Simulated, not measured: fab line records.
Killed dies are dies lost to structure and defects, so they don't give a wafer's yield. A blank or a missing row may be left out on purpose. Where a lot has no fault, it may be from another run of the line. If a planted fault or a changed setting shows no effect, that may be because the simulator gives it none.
fab line records / flow n5_finfet / part 2 of 2: steps 20 to 25 of 25
record: lots: 5 wafers: 15 last_day: 17
route steps=1938 shown BEOL_M6@1211
lots that met no fault: from a run of the same line without faults
start_h: hours from the record's first day to the start of the lot's first wafer shown / wait_h: hours elapsed since this lot's preceding step / " repeats the value in the row above / L1.1+2: one row covering several wafers at once / - no value, or no start given / * or withheld: withheld / < > ~ a bound
route shown NAME@n: a module of which the file shows steps, and the number in the route of the first / usual: the fault-free wafers' mean and standard deviation / same: alike in all rows / chamber/n: place in a boat / sites: per-site readings / _std_site: how widely they spread, as a standard deviation / _edge_site: inner sites' mean taken away from outer sites' mean / radius_mm: how far each site lies from the wafer's centre / mask NAME#n: copy n / behind: the tool/chamber that last shaped the wafer / hold: the reason the lot was held/the length of the hold in hours/how it ended / device: the transistor (n, p or np) that didn't switch / end of line: the same wafers' tests at the end of the route / a step given without rows: its recipe and nothing more / killed: dies that structure and defects cost at the first sort, which is not the same as the wafer's yield / map: the dies of a wafer, with x for killed, . for not killed, _ for no die there
set.NAME: the setting as run; set.NAME@STEP: as run at that earlier step / model.NAME: the simulator's own value behind a step, which no gauge read
lots seen at some steps along the route; tables by step, rows by wafer
services: the hour from which a tool's chamber was out of use, counted from the record's first day as start_h (under 0 if before that day), plus the number of hours and why
== steps ==
step: N5_BEOL_M6_DESCUM_33
recipe: chemistry: O2 time_s: 7 source_power_w: 50 bias_power_w: 20 pressure_mtorr: 20 rf_frequency_hz: 2.712e+07 temp_c: 40 resist: CAR-EUV o2_flow_sccm: 225
usual: drypump_motor_current_A: 5.7/0.52 oes_product_au: 0.78/0.077 rf_vpp_V: 243.0/1.3 showerhead_plenum_p_Torr: 2.08/0.063 throttle_valve_pct: 20.33/0.24
lot.wafer=L077.1 tool=rie_diel-06 chamber=0 start_h=195.16 wait_h=0.9 drypump_motor_current_A=6.7 oes_product_au=0.91 rf_hours_counter_h=14 rf_vpp_V=243.6 showerhead_plenum_p_Torr=2.15 throttle_valve_pct=20.31
lot.wafer=L077.2 tool=rie_diel-06 chamber=1 start_h=195.16 wait_h=0.9 drypump_motor_current_A=5.2 oes_product_au=0.75 rf_hours_counter_h=140 rf_vpp_V=244.5 showerhead_plenum_p_Torr=2.20 throttle_valve_pct=20.72
lot.wafer=L077.5 tool=rie_diel-06 chamber=2 start_h=195.16 wait_h=0.9 drypump_motor_current_A=5.9 oes_product_au=0.77 rf_hours_counter_h=- rf_vpp_V=246.2 showerhead_plenum_p_Torr=2.17 throttle_valve_pct=20.35
lot.wafer=L078.2 tool=rie_diel-02 chamber=1 start_h=211.52 wait_h=0.6 drypump_motor_current_A=5.5 oes_product_au=0.68 rf_hours_counter_h=227 rf_vpp_V=244.2 showerhead_plenum_p_Torr=2.14 throttle_valve_pct=20.26
lot.wafer=L078.3 tool=rie_diel-02 chamber=2 start_h=211.52 wait_h=0.6 drypump_motor_current_A=5.1 oes_product_au=0.85 rf_hours_counter_h=64 rf_vpp_V=242.1 showerhead_plenum_p_Torr=2.01 throttle_valve_pct=19.98
lot.wafer=L078.5 tool=rie_diel-02 chamber=1 start_h=211.52 wait_h=0.6 drypump_motor_current_A=5.5 oes_product_au=0.68 rf_hours_counter_h=- rf_vpp_V=243.3 showerhead_plenum_p_Torr=2.14 throttle_valve_pct=20.26
lot.wafer=L086.1 tool=rie_diel-01 chamber=1 start_h=256.62 wait_h=0.4 drypump_motor_current_A=6.4 oes_product_au=0.76 rf_hours_counter_h=146 rf_vpp_V=242.8 showerhead_plenum_p_Torr=2.02 throttle_valve_pct=20.40
lot.wafer=L086.4 tool=rie_diel-01 chamber=3 start_h=256.62 wait_h=0.4 drypump_motor_current_A=5.3 oes_product_au=0.82 rf_hours_counter_h=85 rf_vpp_V=240.9 showerhead_plenum_p_Torr=2.03 throttle_valve_pct=20.27
lot.wafer=L086.5 tool=rie_diel-01 chamber=2 start_h=256.62 wait_h=0.4 drypump_motor_current_A=6.2 oes_product_au=0.92 rf_hours_counter_h=- rf_vpp_V=242.4 showerhead_plenum_p_Torr=2.07 throttle_valve_pct=20.14
lot.wafer=L097.1 tool=rie_diel-02 chamber=2 start_h=323.07 wait_h=0.2 drypump_motor_current_A=5.1 oes_product_au=0.79 rf_hours_counter_h=108 rf_vpp_V=241.3 showerhead_plenum_p_Torr=2.00 throttle_valve_pct=20.04
lot.wafer=L097.2 tool=rie_diel-02 chamber=0 start_h=323.07 wait_h=0.2 drypump_motor_current_A=6.1 oes_product_au=0.77 rf_hours_counter_h=129 rf_vpp_V=240.5 showerhead_plenum_p_Torr=2.11 throttle_valve_pct=20.09
lot.wafer=L097.4 tool=rie_diel-02 chamber=0 start_h=323.07 wait_h=0.2 drypump_motor_current_A=6.1 oes_product_au=0.78 rf_hours_counter_h=- rf_vpp_V=244.0 showerhead_plenum_p_Torr=2.11 throttle_valve_pct=20.10
lot.wafer=L096.1 tool=rie_diel-06 chamber=3 start_h=338.05 wait_h=0.0 drypump_motor_current_A=5.6 oes_product_au=0.71 rf_hours_counter_h=200 rf_vpp_V=241.5 showerhead_plenum_p_Torr=1.97 throttle_valve_pct=20.20
lot.wafer=L096.2 tool=rie_diel-06 chamber=2 start_h=338.05 wait_h=0.0 drypump_motor_current_A=5.9 oes_product_au=0.74 rf_hours_counter_h=175 rf_vpp_V=243.4 showerhead_plenum_p_Torr=2.16 throttle_valve_pct=20.44
lot.wafer=L096.6 tool=rie_diel-06 chamber=0 start_h=338.05 wait_h=0.0 drypump_motor_current_A=6.7 oes_product_au=0.82 rf_hours_counter_h=- rf_vpp_V=244.1 showerhead_plenum_p_Torr=2.13 throttle_valve_pct=20.39
step: N5_BEOL_M6_ETCH_72
recipe: chemistry: N2/H2 target: underlayer target_depth_a: 65 mask_material: CAR-EUV time_s: 5.2 ion_energy_ev: 200 pressure_mtorr: 30 source_w: 840 bias_w: 150 n2_flow_sccm: 200 h2_flow_sccm: 200 ends: cleared
usual: drypump_motor_current_A: 5.7/0.52 etch_rf_on_time_s: 5.17/0.11 oes_product_au: 0.67/0.065 rf_vpp_V: 523.5/2.5 showerhead_plenum_p_Torr: 2.53/0.077 throttle_valve_pct: 17.75/0.28
lot.wafer=L077.1 tool=rie_diel-06 chamber=0 start_h=195.20 wait_h=0.0 drypump_motor_current_A=6.7 etch_rf_on_time_s=5.17 oes_product_au=0.79 rf_hours_counter_h=14 rf_vpp_V=524.0 showerhead_plenum_p_Torr=2.60 throttle_valve_pct=17.68
lot.wafer=L077.2 tool=rie_diel-06 chamber=1 start_h=195.20 wait_h=0.0 drypump_motor_current_A=5.2 etch_rf_on_time_s=5.33 oes_product_au=0.63 rf_hours_counter_h=140 rf_vpp_V=526.2 showerhead_plenum_p_Torr=2.65 throttle_valve_pct=17.92
lot.wafer=L077.5 tool=rie_diel-06 chamber=2 start_h=195.20 wait_h=0.0 drypump_motor_current_A=5.9 etch_rf_on_time_s=5.13 oes_product_au=0.65 rf_hours_counter_h=- rf_vpp_V=523.8 showerhead_plenum_p_Torr=2.68 throttle_valve_pct=17.96
lot.wafer=L078.2 tool=rie_diel-02 chamber=1 start_h=211.56 wait_h=0.0 drypump_motor_current_A=5.5 etch_rf_on_time_s=5.39 oes_product_au=0.57 rf_hours_counter_h=227 rf_vpp_V=524.7 showerhead_plenum_p_Torr=2.61 throttle_valve_pct=17.72
lot.wafer=L078.3 tool=rie_diel-02 chamber=2 start_h=211.56 wait_h=0.0 drypump_motor_current_A=5.1 etch_rf_on_time_s=5.00 oes_product_au=0.74 rf_hours_counter_h=64 rf_vpp_V=521.1 showerhead_plenum_p_Torr=2.48 throttle_valve_pct=17.61
lot.wafer=L078.5 tool=rie_diel-02 chamber=1 start_h=211.56 wait_h=0.0 drypump_motor_current_A=5.5 etch_rf_on_time_s=5.37 oes_product_au=0.58 rf_hours_counter_h=- rf_vpp_V=525.5 showerhead_plenum_p_Torr=2.61 throttle_valve_pct=17.71
lot.wafer=L086.1 tool=rie_diel-01 chamber=1 start_h=256.65 wait_h=0.0 drypump_motor_current_A=6.4 etch_rf_on_time_s=5.25 oes_product_au=0.65 rf_hours_counter_h=146 rf_vpp_V=522.9 showerhead_plenum_p_Torr=2.45 throttle_valve_pct=17.68
lot.wafer=L086.4 tool=rie_diel-01 chamber=3 start_h=256.65 wait_h=0.0 drypump_motor_current_A=5.3 etch_rf_on_time_s=5.09 oes_product_au=0.70 rf_hours_counter_h=85 rf_vpp_V=521.3 showerhead_plenum_p_Torr=2.47 throttle_valve_pct=17.72
lot.wafer=L086.5 tool=rie_diel-01 chamber=2 start_h=256.65 wait_h=0.0 drypump_motor_current_A=6.3 etch_rf_on_time_s=5.19 oes_product_au=0.78 rf_hours_counter_h=- rf_vpp_V=522.2 showerhead_plenum_p_Torr=2.47 throttle_valve_pct=17.27
lot.wafer=L097.1 tool=rie_diel-02 chamber=2 start_h=323.11 wait_h=0.0 drypump_motor_current_A=5.1 etch_rf_on_time_s=5.00 oes_product_au=0.69 rf_hours_counter_h=108 rf_vpp_V=522.3 showerhead_plenum_p_Torr=2.46 throttle_valve_pct=17.68
lot.wafer=L097.2 tool=rie_diel-02 chamber=0 start_h=323.11 wait_h=0.0 drypump_motor_current_A=6.1 etch_rf_on_time_s=5.18 oes_product_au=0.66 rf_hours_counter_h=129 rf_vpp_V=525.1 showerhead_plenum_p_Torr=2.57 throttle_valve_pct=17.59
lot.wafer=L097.4 tool=rie_diel-02 chamber=0 start_h=323.11 wait_h=0.0 drypump_motor_current_A=6.1 etch_rf_on_time_s=5.21 oes_product_au=0.66 rf_hours_counter_h=- rf_vpp_V=525.4 showerhead_plenum_p_Torr=2.57 throttle_valve_pct=17.60
lot.wafer=L096.1 tool=rie_diel-06 chamber=3 start_h=338.09 wait_h=0.0 drypump_motor_current_A=5.7 etch_rf_on_time_s=4.94 oes_product_au=0.62 rf_hours_counter_h=200 rf_vpp_V=521.2 showerhead_plenum_p_Torr=2.42 throttle_valve_pct=17.85
lot.wafer=L096.2 tool=rie_diel-06 chamber=2 start_h=338.09 wait_h=0.0 drypump_motor_current_A=5.9 etch_rf_on_time_s=5.17 oes_product_au=0.62 rf_hours_counter_h=175 rf_vpp_V=525.0 showerhead_plenum_p_Torr=2.66 throttle_valve_pct=18.03
lot.wafer=L096.6 tool=rie_diel-06 chamber=0 start_h=338.09 wait_h=0.0 drypump_motor_current_A=6.7 etch_rf_on_time_s=5.14 oes_product_au=0.72 rf_hours_counter_h=- rf_vpp_V=526.6 showerhead_plenum_p_Torr=2.58 throttle_valve_pct=17.76
step: N5_BEOL_M6_ETCH_65
recipe: chemistry: CF4 target: SiARC target_depth_a: 156 mask_material: CAR-EUV time_s: 26 ion_energy_ev: 80 pressure_mtorr: 40 source_w: 545 bias_w: 36 Ar_flow_sccm: 100 cf4_flow_sccm: 100 ends: cleared
usual: drypump_motor_current_A: 5.7/0.52 etch_rf_on_time_s: 25.9/0.63 mfc_ar_sccm: 100.0/0.32 oes_product_au: 0.67/0.066 rf_vpp_V: 184.0/1.1 showerhead_plenum_p_Torr: 2.14/0.059 throttle_valve_pct: 15.54/0.24
lot.wafer=L077.1 tool=rie_diel-06 chamber=0 start_h=195.21 wait_h=0.0 drypump_motor_current_A=6.7 etch_rf_on_time_s=25.9 mfc_ar_sccm=99.5 oes_product_au=0.77 rf_hours_counter_h=14 rf_vpp_V=184.2 showerhead_plenum_p_Torr=2.19 throttle_valve_pct=15.41
lot.wafer=L077.2 tool=rie_diel-06 chamber=1 start_h=195.21 wait_h=0.0 drypump_motor_current_A=5.2 etch_rf_on_time_s=27.1 mfc_ar_sccm=100.0 oes_product_au=0.63 rf_hours_counter_h=140 rf_vpp_V=185.5 showerhead_plenum_p_Torr=2.23 throttle_valve_pct=15.83
lot.wafer=L077.5 tool=rie_diel-06 chamber=2 start_h=195.21 wait_h=0.0 drypump_motor_current_A=5.9 etch_rf_on_time_s=26.0 mfc_ar_sccm=99.8 oes_product_au=0.66 rf_hours_counter_h=- rf_vpp_V=184.9 showerhead_plenum_p_Torr=2.24 throttle_valve_pct=15.65
lot.wafer=L078.2 tool=rie_diel-02 chamber=1 start_h=211.57 wait_h=0.0 drypump_motor_current_A=5.5 etch_rf_on_time_s=27.0 mfc_ar_sccm=100.2 oes_product_au=0.57 rf_hours_counter_h=227 rf_vpp_V=186.3 showerhead_plenum_p_Torr=2.21 throttle_valve_pct=15.63
lot.wafer=L078.3 tool=rie_diel-02 chamber=2 start_h=211.57 wait_h=0.0 drypump_motor_current_A=5.1 etch_rf_on_time_s=24.8 mfc_ar_sccm=100.5 oes_product_au=0.74 rf_hours_counter_h=64 rf_vpp_V=184.3 showerhead_plenum_p_Torr=2.09 throttle_valve_pct=15.27
lot.wafer=L078.5 tool=rie_diel-02 chamber=1 start_h=211.57 wait_h=0.0 drypump_motor_current_A=5.5 etch_rf_on_time_s=26.9 mfc_ar_sccm=100.3 oes_product_au=0.57 rf_hours_counter_h=- rf_vpp_V=185.6 showerhead_plenum_p_Torr=2.21 throttle_valve_pct=15.63
lot.wafer=L086.1 tool=rie_diel-01 chamber=1 start_h=256.67 wait_h=0.0 drypump_motor_current_A=6.3 etch_rf_on_time_s=26.1 mfc_ar_sccm=100.2 oes_product_au=0.65 rf_hours_counter_h=146 rf_vpp_V=182.5 showerhead_plenum_p_Torr=2.06 throttle_valve_pct=15.51
lot.wafer=L086.4 tool=rie_diel-01 chamber=3 start_h=256.67 wait_h=0.0 drypump_motor_current_A=5.3 etch_rf_on_time_s=25.3 mfc_ar_sccm=99.6 oes_product_au=0.71 rf_hours_counter_h=85 rf_vpp_V=184.2 showerhead_plenum_p_Torr=2.08 throttle_valve_pct=15.46
lot.wafer=L086.5 tool=rie_diel-01 chamber=2 start_h=256.67 wait_h=0.0 drypump_motor_current_A=6.3 etch_rf_on_time_s=25.7 mfc_ar_sccm=100.3 oes_product_au=0.79 rf_hours_counter_h=- rf_vpp_V=182.8 showerhead_plenum_p_Torr=2.10 throttle_valve_pct=15.21
lot.wafer=L097.1 tool=rie_diel-02 chamber=2 start_h=323.12 wait_h=0.0 drypump_motor_current_A=5.1 etch_rf_on_time_s=24.7 mfc_ar_sccm=99.9 oes_product_au=0.71 rf_hours_counter_h=108 rf_vpp_V=183.3 showerhead_plenum_p_Torr=2.07 throttle_valve_pct=15.35
lot.wafer=L097.2 tool=rie_diel-02 chamber=0 start_h=323.12 wait_h=0.0 drypump_motor_current_A=6.1 etch_rf_on_time_s=25.9 mfc_ar_sccm=100.0 oes_product_au=0.66 rf_hours_counter_h=129 rf_vpp_V=184.2 showerhead_plenum_p_Torr=2.16 throttle_valve_pct=15.33
lot.wafer=L097.4 tool=rie_diel-02 chamber=0 start_h=323.12 wait_h=0.0 drypump_motor_current_A=6.1 etch_rf_on_time_s=26.0 mfc_ar_sccm=100.2 oes_product_au=0.66 rf_hours_counter_h=- rf_vpp_V=184.2 showerhead_plenum_p_Torr=2.16 throttle_valve_pct=15.35
lot.wafer=L096.1 tool=rie_diel-06 chamber=3 start_h=338.11 wait_h=0.0 drypump_motor_current_A=5.6 etch_rf_on_time_s=25.2 mfc_ar_sccm=100.2 oes_product_au=0.61 rf_hours_counter_h=200 rf_vpp_V=183.8 showerhead_plenum_p_Torr=2.04 throttle_valve_pct=15.61
lot.wafer=L096.2 tool=rie_diel-06 chamber=2 start_h=338.11 wait_h=0.0 drypump_motor_current_A=5.9 etch_rf_on_time_s=25.6 mfc_ar_sccm=99.1 oes_product_au=0.63 rf_hours_counter_h=175 rf_vpp_V=185.5 showerhead_plenum_p_Torr=2.22 throttle_valve_pct=15.76
lot.wafer=L096.6 tool=rie_diel-06 chamber=0 start_h=338.11 wait_h=0.0 drypump_motor_current_A=6.7 etch_rf_on_time_s=25.3 mfc_ar_sccm=100.9 oes_product_au=0.72 rf_hours_counter_h=- rf_vpp_V=184.8 showerhead_plenum_p_Torr=2.17 throttle_valve_pct=15.51
step: N5_BEOL_M6_ETCH_66
recipe: chemistry: N2/H2 target: SOC target_depth_a: 800 overetch_a: 160 mask_material: SiARC temp_c: 40 time_s: 120 ion_energy_ev: 200 pressure_mtorr: 30 source_w: 840 bias_w: 150 n2_flow_sccm: 200 h2_flow_sccm: 200
usual: drypump_motor_current_A: 5.7/0.52 oes_product_au: 0.60/0.055 rf_vpp_V: 523.5/2.2 showerhead_plenum_p_Torr: 2.53/0.077 throttle_valve_pct: 17.71/0.28
lot.wafer=L077.1 tool=rie_diel-06 chamber=0 start_h=195.24 wait_h=0.0 drypump_motor_current_A=6.6 oes_product_au=0.69 rf_hours_counter_h=14 rf_vpp_V=525.2 showerhead_plenum_p_Torr=2.60 throttle_valve_pct=17.66
lot.wafer=L077.2 tool=rie_diel-06 chamber=1 start_h=195.24 wait_h=0.0 drypump_motor_current_A=5.2 oes_product_au=0.58 rf_hours_counter_h=140 rf_vpp_V=528.9 showerhead_plenum_p_Torr=2.65 throttle_valve_pct=17.92
lot.wafer=L077.5 tool=rie_diel-06 chamber=2 start_h=195.24 wait_h=0.0 drypump_motor_current_A=5.9 oes_product_au=0.59 rf_hours_counter_h=- rf_vpp_V=527.3 showerhead_plenum_p_Torr=2.68 throttle_valve_pct=17.90
lot.wafer=L078.2 tool=rie_diel-02 chamber=1 start_h=211.60 wait_h=0.0 drypump_motor_current_A=5.5 oes_product_au=0.53 rf_hours_counter_h=227 rf_vpp_V=526.2 showerhead_plenum_p_Torr=2.61 throttle_valve_pct=17.69
lot.wafer=L078.3 tool=rie_diel-02 chamber=2 start_h=211.60 wait_h=0.0 drypump_motor_current_A=5.1 oes_product_au=0.65 rf_hours_counter_h=64 rf_vpp_V=521.0 showerhead_plenum_p_Torr=2.48 throttle_valve_pct=17.59
lot.wafer=L078.5 tool=rie_diel-02 chamber=1 start_h=211.60 wait_h=0.0 drypump_motor_current_A=5.5 oes_product_au=0.53 rf_hours_counter_h=- rf_vpp_V=525.8 showerhead_plenum_p_Torr=2.61 throttle_valve_pct=17.70
lot.wafer=L086.1 tool=rie_diel-01 chamber=1 start_h=256.70 wait_h=0.0 drypump_motor_current_A=6.4 oes_product_au=0.58 rf_hours_counter_h=146 rf_vpp_V=519.3 showerhead_plenum_p_Torr=2.45 throttle_valve_pct=17.66
lot.wafer=L086.4 tool=rie_diel-01 chamber=3 start_h=256.70 wait_h=0.0 drypump_motor_current_A=5.3 oes_product_au=0.63 rf_hours_counter_h=85 rf_vpp_V=522.8 showerhead_plenum_p_Torr=2.47 throttle_valve_pct=17.69
lot.wafer=L086.5 tool=rie_diel-01 chamber=2 start_h=256.70 wait_h=0.0 drypump_motor_current_A=6.3 oes_product_au=0.69 rf_hours_counter_h=- rf_vpp_V=522.6 showerhead_plenum_p_Torr=2.47 throttle_valve_pct=17.23
lot.wafer=L097.1 tool=rie_diel-02 chamber=2 start_h=323.15 wait_h=0.0 drypump_motor_current_A=5.1 oes_product_au=0.62 rf_hours_counter_h=108 rf_vpp_V=521.8 showerhead_plenum_p_Torr=2.46 throttle_valve_pct=17.65
lot.wafer=L097.2 tool=rie_diel-02 chamber=0 start_h=323.15 wait_h=0.0 drypump_motor_current_A=6.1 oes_product_au=0.59 rf_hours_counter_h=129 rf_vpp_V=524.6 showerhead_plenum_p_Torr=2.57 throttle_valve_pct=17.57
lot.wafer=L097.4 tool=rie_diel-02 chamber=0 start_h=323.15 wait_h=0.0 drypump_motor_current_A=6.1 oes_product_au=0.59 rf_hours_counter_h=- rf_vpp_V=524.2 showerhead_plenum_p_Torr=2.57 throttle_valve_pct=17.55
lot.wafer=L096.1 tool=rie_diel-06 chamber=3 start_h=338.13 wait_h=0.0 drypump_motor_current_A=5.6 oes_product_au=0.54 rf_hours_counter_h=200 rf_vpp_V=523.0 showerhead_plenum_p_Torr=2.43 throttle_valve_pct=17.80
lot.wafer=L096.2 tool=rie_diel-06 chamber=2 start_h=338.13 wait_h=0.0 drypump_motor_current_A=5.9 oes_product_au=0.56 rf_hours_counter_h=175 rf_vpp_V=525.5 showerhead_plenum_p_Torr=2.66 throttle_valve_pct=17.97
lot.wafer=L096.6 tool=rie_diel-06 chamber=0 start_h=338.13 wait_h=0.0 drypump_motor_current_A=6.7 oes_product_au=0.63 rf_hours_counter_h=- rf_vpp_V=525.6 showerhead_plenum_p_Torr=2.58 throttle_valve_pct=17.76
step: N5_BEOL_M6_STRIP_69
recipe: chemistry: N2/H2 temp_c: 40 n2_flow_sccm: 200 h2_flow_sccm: 200 rf_frequency_hz: 6e+07
lot.wafer=L077.1+2+5 tool=rie_diel-06 chamber=0,1,2 start_h=195.32 wait_h=0.0
lot.wafer=L078.2+3+5 tool=rie_diel-02 chamber=1,2,1 start_h=211.68 wait_h=0.0
lot.wafer=L086.1+4+5 tool=rie_diel-01 chamber=1,3,2 start_h=256.78 wait_h=0.0
lot.wafer=L097.1+2+4 tool=rie_diel-02 chamber=2,0,0 start_h=323.23 wait_h=0.0
lot.wafer=L096.1+2+6 tool=rie_diel-06 chamber=3,2,0 start_h=338.21 wait_h=0.0
step: N5_BEOL_M6_STRIP_73
recipe: chemistry: N2/H2 temp_c: 40 n2_flow_sccm: 200 h2_flow_sccm: 200 rf_frequency_hz: 6e+07
lot.wafer=L077.1+2+5 tool=rie_diel-06 chamber=0,1,2 start_h=195.33 wait_h=0.0
lot.wafer=L078.2+3+5 tool=rie_diel-02 chamber=1,2,1 start_h=211.69 wait_h=0.0
lot.wafer=L086.1+4+5 tool=rie_diel-01 chamber=1,3,2 start_h=256.79 wait_h=0.0
lot.wafer=L097.1+2+4 tool=rie_diel-02 chamber=2,0,0 start_h=323.24 wait_h=0.0
lot.wafer=L096.1+2+6 tool=rie_diel-06 chamber=3,2,0 start_h=338.22 wait_h=0.0
== services ==
tool=rie_metal-02 chamber=- start_h=170.58 hours=0.4 kind=repair
tool=euv_scanner-01 chamber=- start_h=171.49 hours=4.6 kind=pm
tool=euv_scanner-02 chamber=- start_h=181.00 hours=1.0 kind=pm
tool=euv_scanner-01 chamber=- start_h=183.24 hours=1.0 kind=pm
tool=euv_scanner-02 chamber=- start_h=186.19 hours=5.8 kind=pm
tool=rie_diel-02 chamber=- start_h=186.88 hours=2.8 kind=pm
tool=euv_scanner-02 chamber=- start_h=193.42 hours=1.6 kind=repair
tool=rie_diel-01 chamber=3 start_h=202.68 hours=8.3 kind=repair
tool=euv_scanner-01 chamber=- start_h=216.83 hours=5.8 kind=pm
tool=rie_diel-06 chamber=2 start_h=233.31 hours=5.4 kind=repair
tool=euv_scanner-02 chamber=- start_h=237.15 hours=1.0 kind=pm
tool=euv_scanner-01 chamber=- start_h=239.35 hours=1.0 kind=pm
tool=euv_scanner-02 chamber=- start_h=247.14 hours=0.8 kind=repair
tool=rie_metal-03 chamber=- start_h=263.04 hours=2.5 kind=repair
tool=rie_metal-03 chamber=- start_h=272.00 hours=1.2 kind=repair
tool=rie_metal-01 chamber=- start_h=274.15 hours=2.8 kind=pm
tool=rie_diel-01 chamber=- start_h=276.74 hours=3.5 kind=repair
tool=rie_diel-01 chamber=3 start_h=280.83 hours=10.1 kind=repair
tool=rie_metal-01 chamber=0 start_h=291.85 hours=14.6 kind=repair
tool=euv_scanner-01 chamber=- start_h=295.50 hours=1.0 kind=pm
tool=rie_diel-02 chamber=0 start_h=301.45 hours=6.4 kind=repair
tool=rie_diel-02 chamber=3 start_h=319.57 hours=8.6 kind=repair
tool=rie_diel-06 chamber=3 start_h=327.78 hours=5.0 kind=repair
tool=rie_metal-02 chamber=1 start_h=331.04 hours=25.8 kind=repair
